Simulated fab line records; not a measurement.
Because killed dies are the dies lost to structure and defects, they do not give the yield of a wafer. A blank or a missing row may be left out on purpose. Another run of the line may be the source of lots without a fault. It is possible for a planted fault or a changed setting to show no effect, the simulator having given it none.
fab line records	flow nand_harc	part 1 of 2: steps 1 to 26 of 34
record lots=5	wafers=15	last_day=31
route steps=1302 shown A_CONTACT@1026
lots that met no fault: from a run of the same line without faults
start_h: the number of hours between the record's first day and the start of the first shown wafer of the lot	wait_h: hours from the lot's prior step to this one	" repeats the value in the row above	L1.1+2: a row that stands for several wafers	- no value present, or no start provided	* or withheld: withheld	< > ~ a bound
route shown NAME@n: NAME is a module with steps in the file, n the number in the route of the first one	usual: mean and standard deviation over wafers with no fault	same: alike in all rows	chamber/n: place in a boat	sites: each site's reading	_std_site: the standard deviation of these	_edge_site: mean of outer sites minus mean of inner sites	radius_mm: how far each site lies from the wafer's centre	mask NAME#n: copy n	behind: the tool/chamber that last shaped the wafer	hold: the reason the lot was held/the length of the hold in hours/how it ended	device: which transistor (n, p or np) failed to switch	end of line: tests run on the same wafers once the route is complete	where a step has no rows: the recipe by itself	killed: at the first sort, the dies lost to defects and structure; wafer yield is something else	map: a wafer's dies, x killed, . not, _ none there
set.NAME: the setting as run; set.NAME@STEP: as run at that earlier step	model.NAME: the simulator's own value behind a step, which no gauge read
lots at some steps of the route; a table a step, a row a wafer
services: from which hour (start_h, from the record's first day; less than 0 if before it) a tool's chamber was out of use, for how many hours, and why
## steps
# step NHARC_A_CONTACT_STRIP_56
# recipe time_s=600	temp_c=30	chemistry=post_etch_residue_remover
lot.wafer	tool	chamber	start_h	wait_h
L079.4+5+2	wet_bench-01	7,0,1	535.23	-
L081.4+1+2	wet_bench-01	4,6,7	575.18	-
L085.5+4+2	wet_bench-05	5,0,1	607.24	-
L092.3+2+1	wet_bench-01	3,4,5	674.60	-
L094.4+6+5	wet_bench-01	4,5,0	682.70	-
# step NHARC_A_CONTACT_DEP_57
# recipe target_thk_a=53000	temp_c=400	material=aC
# usual throttle_valve_pct=35.001/0.01
lot.wafer	tool	chamber	start_h	wait_h	throttle_valve_pct
L079.2	acl_dep-01	0	536.03	-	35.006
L079.4	"	0	537.09	-	34.989
L079.5	"	0	"	"	35.002
L081.1	acl_dep-02	0	575.44	-	35.002
L081.2	"	0	"	"	35.019
L081.4	"	0	577.05	-	35.010
L085.2	acl_dep-03	0	609.07	-	34.996
L085.4	"	0	610.15	-	34.987
L085.5	"	0	"	"	34.998
L092.1	acl_dep-01	0	676.94	-	35.010
L092.2	"	0	"	"	35.007
L092.3	"	0	"	"	35.007
L094.4	acl_dep-01	0	685.42	-	34.991
L094.5	"	0	"	"	34.995
L094.6	"	0	"	"	34.991
# step NHARC_A_CONTACT_DEP_58
# recipe target_thk_a=900	target_thk_nm=90	temp_c=400	pressure_torr=3.5	flow_sccm=200	rf_w=350	material=SiON
# usual heater_power_w=788/100
lot.wafer	tool	chamber	start_h	wait_h	heater_power_w
L079.2	pecvd-01	2	538.74	2.2	923
L079.5	"	2	"	"	933
L079.4	"	0	"	"	786
L081.1	pecvd-02	0	578.69	2.7	796
L081.2	"	1	"	"	674
L081.4	"	1	"	"	654
L085.2	pecvd-01	2	611.79	2.2	754
L085.4	"	2	"	"	766
L085.5	"	1	"	"	786
L092.1	pecvd-02	2	680.21	2.7	630
L092.2	"	0	"	"	733
L092.3	"	1	"	"	665
L094.4	pecvd-02	0	687.14	1.2	829
L094.5	"	1	"	"	596
L094.6	"	2	"	"	692
# step NHARC_A_CONTACT_DEHYDRATE_59
# recipe temp_c=150	time_s=120
lot.wafer	tool	chamber	start_h	wait_h
L079.2+4+5	litho_track-04	0	538.98	0.2
L081.1+2+4	litho_track-06	0	579.04	0.3
L085.2+4+5	litho_track-01	0	612.06	0.2
L092.1+2+3	litho_track-04	0	680.48	0.2
L094.4+5+6	litho_track-01	0	687.33	0.2
# step NHARC_A_CONTACT_HMDS_60
# recipe time_s=30
lot.wafer	tool	chamber	start_h	wait_h
L079.2+4+5	litho_track-04	0	-	-
L081.1+2+4	litho_track-06	0	-	-
L085.2+4+5	litho_track-01	0	-	-
L092.1+2+3	litho_track-04	0	-	-
L094.4+5+6	litho_track-01	0	-	-
# step NHARC_A_CONTACT_COAT_61
# recipe temp_c=260	time_s=75
lot.wafer	tool	chamber	start_h	wait_h
L079.2+4+5	litho_track-04	0	-	-
L081.1+2+4	litho_track-06	0	-	-
L085.2+4+5	litho_track-01	0	-	-
L092.1+2+3	litho_track-04	0	-	-
L094.4+5+6	litho_track-01	0	-	-
# step NHARC_A_CONTACT_COAT_62
# recipe temp_c=225	time_s=65
lot.wafer	tool	chamber	start_h	wait_h
L079.2+4+5	litho_track-04	0	-	-
L081.1+2+4	litho_track-06	0	-	-
L085.2+4+5	litho_track-01	0	-	-
L092.1+2+3	litho_track-04	0	-	-
L094.4+5+6	litho_track-01	0	-	-
# step NHARC_A_CONTACT_COAT_63
# recipe spin_rpm=1500	resist_thk_nm=90
lot.wafer	tool	chamber	start_h	wait_h
L079.2+4+5	litho_track-04	0	-	-
L081.1+2+4	litho_track-06	0	-	-
L085.2+4+5	litho_track-01	0	-	-
L092.1+2+3	litho_track-04	0	-	-
L094.4+5+6	litho_track-01	0	-	-
# step NHARC_A_CONTACT_SOFTBAKE_64
# recipe temp_c=105	time_s=55
lot.wafer	tool	chamber	start_h	wait_h
L079.2+4+5	litho_track-04	0	-	-
L081.1+2+4	litho_track-06	0	-	-
L085.2+4+5	litho_track-01	0	-	-
L092.1+2+3	litho_track-04	0	-	-
L094.4+5+6	litho_track-01	0	-	-
# step NHARC_A_CONTACT_EBR_65
lot.wafer	tool	chamber	start_h	wait_h
L079.2+4+5	litho_track-04	0	-	-
L081.1+2+4	litho_track-06	0	-	-
L085.2+4+5	litho_track-01	0	-	-
L092.1+2+3	litho_track-04	0	-	-
L094.4+5+6	litho_track-01	0	-	-
# step NHARC_A_CONTACT_EXPOSE_66
# recipe na=1.35	sigma_outer=0.8	dose_mj=59.02	mask_id=A_CC_2
lot.wafer	tool	chamber	start_h	wait_h	mask
L079.2+4+5	arfi_scanner-01	0	539.30	-	A_CC_2#0
L081.1+2+4	arfi_scanner-02	0	579.23	-	A_CC_2#0
L085.2+4+5	arfi_scanner-03	0	612.38	-	A_CC_2#0
L092.1+2+3	arfi_scanner-02	0	680.67	-	A_CC_2#0
L094.4+5+6	arfi_scanner-01	0	687.65	-	A_CC_2#0
# step NHARC_A_CONTACT_PEB_67
# recipe peb_temp_c=100	peb_time_s=65
lot.wafer	tool	chamber	start_h	wait_h
L079.2+4+5	litho_track-06	0	539.35	0.1
L081.1+2+4	litho_track-01	0	579.29	0.1
L085.2+4+5	litho_track-04	0	612.43	0.1
L092.1+2+3	litho_track-06	0	680.73	0.1
L094.4+5+6	litho_track-04	0	687.70	0.0
# step NHARC_A_CONTACT_DEVELOP_68
# recipe develop_time_s=35	dev_temp_c=23
lot.wafer	tool	chamber	start_h	wait_h
L079.2+4+5	litho_track-06	0	-	-
L081.1+2+4	litho_track-01	0	-	-
L085.2+4+5	litho_track-04	0	-	-
L092.1+2+3	litho_track-06	0	-	-
L094.4+5+6	litho_track-04	0	-	-
# step NHARC_A_CONTACT_CD_MEAS_69
# recipe target_cd_nm=300	landing_energy_ev=500
# usual cd_nm=299.8/0.53
lot.wafer	tool	chamber	start_h	wait_h	cd_nm
L079.2	cd_sem-01	0	539.43	-	299.3
L079.4	"	0	"	"	299.3
L079.5	"	0	"	"	299.7
L081.1	cd_sem-01	0	579.37	-	299.1
L081.2	"	0	"	"	299.6
L081.4	"	0	"	"	300.0
L085.2	cd_sem-01	0	612.51	-	299.3
L085.4	"	0	"	"	300.1
L085.5	"	0	"	"	299.7
L092.1	cd_sem-03	0	680.81	-	299.0
L092.2	"	0	"	"	300.2
L092.3	"	0	"	"	299.4
L094.4	cd_sem-01	0	687.78	-	300.6
L094.5	"	0	"	"	300.2
L094.6	"	0	"	"	300.2
# step NHARC_A_CONTACT_OVL_MEAS_70
# usual overlay_x_nm=0.1/0.82	overlay_y_nm=-0.2/0.85
lot.wafer	tool	chamber	start_h	wait_h	overlay_x_nm	overlay_y_nm
L079.2	overlay-01	-	539.52	-	-0.8	-1.9
L079.4	"	-	"	"	-0.4	-1.6
L079.5	"	-	"	"	-0.8	-1.9
L081.1	overlay-02	-	579.46	-	-0.3	-0.7
L081.2	"	-	"	"	-0.5	-0.7
L081.4	"	-	"	"	-0.8	-0.4
L085.2	overlay-01	-	612.60	-	-0.5	0.3
L085.4	"	-	"	"	-0.6	0.8
L085.5	"	-	"	"	-0.4	0.3
L092.1	overlay-01	-	680.90	-	0.5	0.8
L092.2	"	-	"	"	1.0	0.6
L092.3	"	-	"	"	0.8	0.6
L094.4	overlay-01	-	687.86	-	0.4	1.2
L094.5	"	-	"	"	0.5	1.7
L094.6	"	-	"	"	0.4	1.0
# step NHARC_A_CONTACT_INSPECT_71
# usual raw_defect_count=89/30
lot.wafer	tool	chamber	start_h	wait_h	raw_defect_count
L079.2	defect_inspect-02	-	539.56	0.0	123
L079.4	"	-	"	"	100
L079.5	"	-	"	"	106
L081.1	defect_inspect-01	-	579.49	0.0	63
L081.2	"	-	"	"	58
L081.4	"	-	"	"	76
L085.2	defect_inspect-02	-	612.64	0.0	60
L085.4	"	-	"	"	68
L085.5	"	-	"	"	78
L092.1	defect_inspect-01	-	680.94	0.0	31
L092.2	"	-	"	"	21
L092.3	"	-	"	"	25
L094.4	defect_inspect-01	-	687.90	0.0	134
L094.5	"	-	"	"	111
L094.6	"	-	"	"	134
# step NHARC_A_CONTACT_DESCUM_74
# recipe time_s=3	o2_flow_sccm=200	ar_flow_sccm=0	bias_power_w=0	chemistry=O2
# usual drypump_motor_current_A=6.0/0.31	oes_product_au=1.004/0.0085	rf_vpp_V=58.1/0.93	showerhead_plenum_p_Torr=1.97/0.073	throttle_valve_pct=11.310/0.0086
# same bias_power_w=0
lot.wafer	tool	chamber	start_h	wait_h	drypump_motor_current_A	oes_product_au	rf_hours_counter_h	rf_vpp_V	showerhead_plenum_p_Torr	throttle_valve_pct
L079.4	rie_diel-07	2	539.63	0.1	6.1	1.015	11	59.4	2.06	11.311
L079.2	"	3	"	"	6.3	1.008	11	60.2	1.96	11.302
L079.5	"	0	"	"	6.2	1.002	-	57.1	1.99	11.320
L081.2	rie_diel-07	3	579.55	0.1	6.3	1.010	17	56.7	1.96	11.310
L081.4	"	0	"	"	6.1	1.006	18	59.3	1.99	11.300
L081.1	"	1	"	"	5.9	0.997	18	55.7	1.99	11.311
L085.2	rie_diel-07	2	612.70	0.1	6.1	1.024	21	59.7	2.06	11.311
L085.4	"	3	"	"	6.3	1.006	25	58.5	1.95	11.311
L085.5	"	2	"	"	6.1	1.017	-	59.1	2.06	11.308
L092.2	rie_diel-11	1	681.00	0.1	5.8	1.005	23	58.0	1.95	11.312
L092.3	"	3	"	"	5.8	1.012	20	59.1	2.05	11.295
L092.1	"	0	"	"	6.5	1.005	19	57.7	1.86	11.311
L094.4	rie_diel-04	2	687.98	0.1	5.7	1.026	48	58.5	1.89	11.321
L094.5	"	0	"	"	5.2	1.007	-	57.0	1.79	11.304
L094.6	"	1	"	"	5.4	1.003	-	56.3	2.02	11.307
# step NHARC_A_CONTACT_ETCH_75
# recipe target_depth_a=390	over_etch_frac=0.3	time_s=65	ion_energy_ev=80	cf4_flow_sccm=150	ar_flow_sccm=0	rf_w=300	bias_w=100	chemistry=CF4
# usual drypump_motor_current_A=6.0/0.31	oes_product_au=1.003/0.008	rf_vpp_V=151.9/1.1	showerhead_plenum_p_Torr=1.82/0.062	throttle_valve_pct=13.284/0.0089
lot.wafer	tool	chamber	start_h	wait_h	drypump_motor_current_A	oes_product_au	rf_hours_counter_h	rf_vpp_V	showerhead_plenum_p_Torr	throttle_valve_pct
L079.2	rie_diel-07	0	539.71	0.1	6.1	1.007	10	152.0	1.84	13.280
L079.4	"	1	"	"	5.9	0.996	10	152.2	1.84	13.301
L079.5	"	2	"	"	6.1	1.013	-	153.4	1.89	13.266
L081.4	rie_diel-07	1	579.64	0.1	6.0	1.009	18	152.6	1.83	13.282
L081.2	"	2	"	"	6.1	1.018	14	152.7	1.89	13.285
L081.1	"	3	"	"	6.2	0.998	17	152.2	1.81	13.287
L085.4	rie_diel-07	3	612.79	0.1	6.3	1.002	25	151.3	1.80	13.290
L085.2	"	0	"	"	6.1	0.999	25	151.9	1.83	13.304
L085.5	"	2	"	"	6.1	1.023	-	154.0	1.89	13.283
L092.2	rie_diel-11	3	681.08	0.1	5.8	1.002	20	152.9	1.89	13.289
L092.1	"	0	"	"	6.4	1.013	19	151.4	1.72	13.285
L092.3	"	1	"	"	5.8	0.983	23	153.0	1.80	13.262
L094.4	rie_diel-04	1	688.04	0.1	5.4	1.000	46	152.5	1.86	13.282
L094.5	"	1	"	"	5.4	0.999	-	152.9	1.86	13.285
L094.6	"	2	"	"	5.7	1.011	-	150.9	1.75	13.290
# step NHARC_A_CONTACT_ETCH_76
# recipe target_depth_a=2600	over_etch_frac=0.3	time_s=475.3	ion_energy_ev=200	n2_flow_sccm=150	h2_flow_sccm=150	ar_flow_sccm=0	rf_w=400	bias_w=150	chemistry=N2/H2
# usual drypump_motor_current_A=6.0/0.31	oes_product_au=1.003/0.0086	rf_vpp_V=432.2/2.3	showerhead_plenum_p_Torr=2.10/0.081	throttle_valve_pct=14.171/0.0093
lot.wafer	tool	chamber	start_h	wait_h	drypump_motor_current_A	oes_product_au	rf_hours_counter_h	rf_vpp_V	showerhead_plenum_p_Torr	throttle_valve_pct
L079.2	rie_diel-07	1	-	-	6.0	1.005	10	433.0	2.13	14.188
L079.4	"	3	"	"	6.2	1.004	11	432.5	2.09	14.181
L079.5	"	0	"	"	6.1	1.003	-	432.4	2.13	14.169
L081.2	rie_diel-07	0	-	-	6.2	1.003	18	431.7	2.12	14.188
L081.4	"	1	"	"	5.9	1.002	18	433.1	2.12	14.167
L081.1	"	2	"	"	6.1	1.008	14	435.0	2.20	14.175
L085.4	rie_diel-07	3	-	-	6.2	1.001	25	432.9	2.09	14.178
L085.2	"	0	"	"	6.2	1.004	25	433.5	2.12	14.172
L085.5	"	3	"	"	6.2	1.006	-	432.2	2.09	14.174
L092.3	rie_diel-11	0	-	-	6.4	0.996	19	429.6	1.98	14.169
L092.2	"	1	"	"	5.8	0.982	23	432.5	2.08	14.150
L092.1	"	2	"	"	5.5	1.009	24	435.2	2.21	14.184
L094.4	rie_diel-04	1	-	-	5.4	0.999	46	434.5	2.16	14.178
L094.6	"	1	"	"	5.4	0.995	-	433.2	2.16	14.158
L094.5	"	2	"	"	5.7	1.007	-	430.5	2.01	14.164
# step NHARC_A_CONTACT_ETCH_77
# recipe target_depth_a=1089	time_s=54.5	cf4_flow_sccm=100	chf3_flow_sccm=30	ar_flow_sccm=0	rf_w=500	bias_w=200	chemistry=CF4/CHF3
# usual drypump_motor_current_A=6.0/0.31	oes_product_au=0.937/0.017	rf_vpp_V=372.0/2.1	showerhead_plenum_p_Torr=1.62/0.057	throttle_valve_pct=16.801/0.0085
lot.wafer	tool	chamber	start_h	wait_h	drypump_motor_current_A	oes_product_au	rf_hours_counter_h	rf_vpp_V	showerhead_plenum_p_Torr	throttle_valve_pct
L079.4	rie_diel-07	2	-	-	6.1	0.937	11	373.2	1.69	16.808
L079.2	"	0	"	"	6.2	0.923	10	373.0	1.64	16.810
L079.5	"	2	"	"	6.0	0.933	-	374.2	1.69	16.796
L081.2	rie_diel-07	1	-	-	5.9	0.938	18	371.6	1.63	16.794
L081.1	"	2	"	"	6.1	0.952	14	373.9	1.69	16.804
L081.4	"	0	"	"	6.1	0.928	18	372.3	1.63	16.798
L085.2	rie_diel-07	1	-	-	5.9	0.926	25	374.5	1.63	16.812
L085.4	"	2	"	"	6.1	0.941	22	374.9	1.68	16.790
L085.5	"	1	"	"	5.9	0.927	-	372.7	1.63	16.802
L092.2	rie_diel-11	3	-	-	5.8	0.930	21	373.7	1.68	16.802
L092.3	"	0	"	"	6.4	0.933	19	370.1	1.53	16.794
L092.1	"	2	"	"	5.5	0.922	24	375.3	1.69	16.795
L094.4	rie_diel-04	3	-	-	6.2	0.935	45	370.8	1.54	16.821
L094.6	"	0	"	"	5.2	0.926	-	368.0	1.47	16.801
L094.5	"	1	"	"	5.4	0.923	-	373.2	1.66	16.794
# step NHARC_A_CONTACT_ETCH_78
# recipe target_depth_a=53000	over_etch_frac=0.3	time_s=1378	ion_energy_ev=150	o2_flow_sccm=400	cos_flow_sccm=20	ar_flow_sccm=0	rf_w=500	bias_w=300	chemistry=O2/COS
# usual drypump_motor_current_A=6.0/0.3	oes_product_au=1.003/0.0081	rf_vpp_V=315.5/1.9	showerhead_plenum_p_Torr=3.21/0.11	throttle_valve_pct=28.330/0.0091
lot.wafer	tool	chamber	start_h	wait_h	drypump_motor_current_A	oes_product_au	rf_hours_counter_h	rf_vpp_V	showerhead_plenum_p_Torr	throttle_valve_pct
L079.2	rie_diel-07	0	-	-	6.1	1.012	10	315.6	3.24	28.316
L079.4	"	3	"	"	6.3	1.010	11	316.0	3.19	28.332
L079.5	"	1	"	"	5.9	1.023	-	315.5	3.25	28.327
L081.2	rie_diel-07	2	-	-	6.0	1.011	15	317.9	3.35	28.349
L081.1	"	3	"	"	6.2	1.007	18	315.3	3.19	28.321
L081.4	"	1	"	"	5.9	1.003	18	316.8	3.24	28.320
L085.2	rie_diel-07	3	-	-	6.2	0.996	25	315.4	3.19	28.338
L085.4	"	1	"	"	5.9	0.993	25	316.9	3.24	28.322
L085.5	"	2	"	"	6.1	1.012	-	316.5	3.34	28.332
L092.2	rie_diel-11	2	-	-	5.5	0.999	25	318.6	3.36	28.349
L092.3	"	3	"	"	5.8	1.002	21	317.0	3.33	28.339
L092.1	"	0	"	"	6.5	0.988	19	312.4	3.04	28.340
L094.4	rie_diel-04	2	-	-	5.7	1.009	49	314.4	3.09	28.333
L094.6	"	3	"	"	6.2	1.013	-	314.2	3.06	28.335
L094.5	"	0	"	"	5.2	0.993	-	310.1	2.93	28.342
# step NHARC_A_CONTACT_ETCH_124
# recipe source_w=withheld	pressure_mtorr=20	bias_v=withheld	time_s=140	target_depth_a=7000	ar_flow_sccm=withheld	c4f8_flow_sccm=withheld	o2_flow_sccm=withheld	chemistry=C4F8/O2/Ar
lot.wafer	tool	chamber	start_h	wait_h	rf_hours_counter_h
L079.2	har_cap_etch-01	0	541.17	-	5
L079.4	"	0	"	"	-
L079.5	"	0	"	"	-
L081.1	har_cap_etch-03	1	581.10	-	52
L081.2	"	0	"	"	52
L081.4	"	0	"	"	-
L085.2	har_cap_etch-02	0	614.48	-	105
L085.4	"	0	"	"	-
L085.5	"	1	"	"	-
L092.1	har_cap_etch-02	0	682.53	-	119
L092.2	"	1	"	"	119
L092.3	"	1	"	"	-
L094.4	har_cap_etch-01	0	689.57	-	-
L094.5	"	0	"	"	-
L094.6	"	1	"	"	-
# step NHARC_A_CONTACT_ETCH_125
# recipe source_w=withheld	pressure_mtorr=20	bias_v=3000	time_s=197	target_depth_a=19180	ar_flow_sccm=withheld	c4f8_flow_sccm=withheld	o2_flow_sccm=withheld	chemistry=C4F8/O2/Ar
lot.wafer	tool	chamber	start_h	wait_h	rf_hours_counter_h
L079.2	har_cap_etch-01	0	541.37	0.2	6
L079.4	"	0	"	"	-
L079.5	"	0	"	"	-
L081.1	har_cap_etch-03	1	581.30	0.2	52
L081.2	"	0	"	"	52
L081.4	"	0	"	"	-
L085.2	har_cap_etch-02	0	614.67	0.2	105
L085.4	"	0	"	"	-
L085.5	"	1	"	"	-
L092.1	har_cap_etch-02	0	682.73	0.2	119
L092.2	"	1	"	"	119
L092.3	"	1	"	"	-
L094.4	har_cap_etch-01	0	689.76	0.2	-
L094.5	"	0	"	"	-
L094.6	"	1	"	"	-
# step NHARC_A_CONTACT_ETCH_126
# recipe source_w=withheld	pressure_mtorr=20	bias_v=3000	time_s=197	target_depth_a=19180	ar_flow_sccm=withheld	c4f8_flow_sccm=withheld	o2_flow_sccm=withheld	chemistry=C4F8/O2/Ar
lot.wafer	tool	chamber	start_h	wait_h	rf_hours_counter_h
L079.2	har_cap_etch-01	0	541.54	0.1	6
L079.4	"	0	"	"	-
L079.5	"	0	"	"	-
L081.1	har_cap_etch-03	1	581.47	0.1	52
L081.2	"	0	"	"	52
L081.4	"	0	"	"	-
L085.2	har_cap_etch-02	0	614.84	0.1	106
L085.4	"	0	"	"	-
L085.5	"	1	"	"	-
L092.1	har_cap_etch-02	0	682.91	0.1	119
L092.2	"	1	"	"	119
L092.3	"	1	"	"	-
L094.4	har_cap_etch-01	0	689.94	0.1	-
L094.5	"	0	"	"	-
L094.6	"	1	"	"	-
# step NHARC_A_CONTACT_ETCH_127
# recipe source_w=withheld	pressure_mtorr=20	bias_v=3000	time_s=197	target_depth_a=19180	ar_flow_sccm=withheld	c4f8_flow_sccm=withheld	o2_flow_sccm=withheld	chemistry=C4F8/O2/Ar
lot.wafer	tool	chamber	start_h	wait_h	rf_hours_counter_h
L079.2	har_cap_etch-01	0	541.72	0.1	6
L079.4	"	0	"	"	-
L079.5	"	0	"	"	-
L081.1	har_cap_etch-03	1	581.65	0.1	52
L081.2	"	0	"	"	52
L081.4	"	0	"	"	-
L085.2	har_cap_etch-02	0	615.02	0.1	106
L085.4	"	0	"	"	-
L085.5	"	1	"	"	-
L092.1	har_cap_etch-02	0	683.08	0.1	120
L092.2	"	1	"	"	120
L092.3	"	1	"	"	-
L094.4	har_cap_etch-01	0	690.12	0.1	-
L094.5	"	0	"	"	-
L094.6	"	1	"	"	-
# step NHARC_A_CONTACT_ETCH_128
# recipe source_w=withheld	pressure_mtorr=20	bias_v=3000	time_s=197	target_depth_a=19180	ar_flow_sccm=withheld	c4f8_flow_sccm=withheld	o2_flow_sccm=withheld	chemistry=C4F8/O2/Ar
lot.wafer	tool	chamber	start_h	wait_h	rf_hours_counter_h
L079.2	har_cap_etch-01	0	541.90	0.1	6
L079.4	"	0	"	"	-
L079.5	"	0	"	"	-
L081.1	har_cap_etch-03	1	581.82	0.1	52
L081.2	"	0	"	"	52
L081.4	"	0	"	"	-
L085.2	har_cap_etch-02	0	615.20	0.1	106
L085.4	"	0	"	"	-
L085.5	"	1	"	"	-
L092.1	har_cap_etch-02	0	683.26	0.1	120
L092.2	"	1	"	"	120
L092.3	"	1	"	"	-
L094.4	har_cap_etch-01	0	690.29	0.1	-
L094.5	"	0	"	"	-
L094.6	"	1	"	"	-
